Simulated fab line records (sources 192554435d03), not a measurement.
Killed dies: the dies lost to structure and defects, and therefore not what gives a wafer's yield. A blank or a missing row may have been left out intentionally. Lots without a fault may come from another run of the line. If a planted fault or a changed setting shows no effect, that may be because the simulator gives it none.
Chamber matching ; flow n5_finfet ; uv_cure-03 running N5_BEOL_M9_CURE_71: 3 sister chambers
The step cures SiCOH lowk, time 240 s. 27 wafers are shown with their chamber, then 12 later ones without.

WAFERS, EACH WITH ITS CHAMBER
wafer;chamber;wafer_temp_C_max;lamp_power_pct (%)
L075.2;2;387.6;52.37
L075.3;2;387.9;52.33
L075.6;2;388.3;52.32
L074.1;0;386.2;52.29
L074.2;0;386.4;52.33
L074.6;0;386.8;52.25
L077.2;0;386.6;52.35
L077.3;0;386.4;52.44
L077.6;0;386.2;52.29
L078.1;1;386.6;52.29
L078.2;1;386.3;52.29
L078.5;1;386.2;52.28
L080.1;0;386.6;52.33
L080.2;0;386.3;52.31
L080.6;0;386.5;52.35
L079.1;1;386.6;52.31
L079.5;1;386.9;52.30
L079.6;1;386.9;52.36
L081.3;1;386.4;52.23
L081.4;1;387.1;52.35
L081.5;1;386.3;52.31
L082.1;0;386.7;52.31
L082.3;0;386.5;52.35
L082.4;0;387.0;52.31
L088.1;2;387.2;52.36
L088.5;2;387.7;52.38
L088.6;2;387.2;52.35

SIGNATURES (means of the wafers above)
reading;chamber 0;chamber 1;chamber 2;scatter within a chamber
wafer_temp_C_max;386.517;386.589;387.650;0.312
lamp_power_pct;52.3258;52.3022;52.3517;0.04
Rule: distance of a wafer from a chamber = root of the sum over the readings of ((wafer's reading minus chamber's mean) / reading's scatter) squared. If the next closest chamber is less than 2 further off than the closest, the wafer can't be placed; otherwise it belongs to the closest. The scatter is the square root of a quotient: the sum, over the shown wafers, of each reading's squared deviation from its chamber's mean, divided by wafers minus chambers.

WAFERS MISSING THEIR CHAMBER
wafer;wafer_temp_C_max;lamp_power_pct (%)
L090.2;386.4;52.32
L090.5;386.6;52.31
L090.6;386.8;52.29
L093.1;387.3;52.33
L093.2;387.2;52.19
L093.6;386.7;52.25
L093.3;387.1;52.37
L093.4;386.6;52.33
L093.5;386.7;52.27
L094.2;386.4;52.28
L094.3;386.3;52.22
L094.5;386.4;52.31

WHICH CHAMBER EACH WENT THROUGH
wafer;from the rows above;in truth
L090.2;can't be placed: 0 or 1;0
L090.5;can't be placed: 1 or 0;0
L090.6;can't be placed: 1 or 0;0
L093.1;can't be placed: 2 or 1 or 0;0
L093.2;can't be placed: 1 or 0 or 2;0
L093.6;can't be placed: 1 or 0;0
L093.3;can't be placed: 2 or 0 or 1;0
L093.4;can't be placed: 0 or 1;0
L093.5;can't be placed: 1 or 0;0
L094.2;can't be placed: 1 or 0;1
L094.3;can't be placed: 1 or 0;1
L094.5;can't be placed: 0 or 1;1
Correctly placed: 0 of 12. Not placeable from these rows: 12 (in 12, the candidates include the true chamber). Placed wrongly: 0.
